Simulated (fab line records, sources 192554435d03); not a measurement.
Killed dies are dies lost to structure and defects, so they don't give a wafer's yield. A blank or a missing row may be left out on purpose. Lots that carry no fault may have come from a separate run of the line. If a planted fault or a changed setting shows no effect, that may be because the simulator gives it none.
Matching of chambers | flow n5-finfet | N5_BEOL_M6_CMP_52 on cmp-01 has 4 sister chambers
The step polishes, stops on SiCOH lowk, t overpolish 6.9 s, target thk 80 nm. 4 wafers are shown with their chamber, then 9 later ones without.

== EACH WAFER AND ITS CHAMBER ==
wafer  | chamber | motor-current-A (A)
L082.5 | 1       | 6.0
L088.3 | 2       | 6.6
L088.5 | 0       | 5.4
L088.6 | 3       | 6.0

== WAFERS WITHOUT THEIR CHAMBER ==
wafer  | motor-current-A (A)
L093.3 | 5.9
L093.5 | 6.0
L093.6 | 5.6
L096.1 | 6.5
L096.3 | 6.0
L096.6 | 6.1
L094.1 | 5.3
L094.2 | 6.3
L094.6 | 5.8

== CHAMBER TAKEN BY EACH ==
wafer  | from the rows above          | in truth
L093.3 | can't be placed: 1 or 3      | 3
L093.5 | can't be placed: 1 or 3      | 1
L093.6 | can't be placed: 0 or 1 or 3 | 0
L096.1 | 2                            | 2
L096.3 | can't be placed: 1 or 3      | 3
L096.6 | can't be placed: 1 or 3      | 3
L094.1 | 0                            | 0
L094.2 | can't be placed: 1 or 2 or 3 | 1
L094.6 | can't be placed: 1 or 3 or 0 | 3
Correctly placed: 2 of 9. Can't be placed from these rows: 7 (the true chamber is among the candidates in 7). Number placed wrongly: 0.
How it was worked out, from the rows above alone: a wafer's distance from a chamber is the root of the sum, over the readings, of the square of ((its reading less the chamber's mean) divided by the reading's scatter). The wafer belongs to the nearest chamber; if the next one is less than 2 further off, it can't be placed. For every chamber, the mean is computed from those of its wafers that are shown. The scatter (one wafer shown for each chamber): square how far every hidden wafer sits from the nearest shown wafer, average those squares and take the square root.
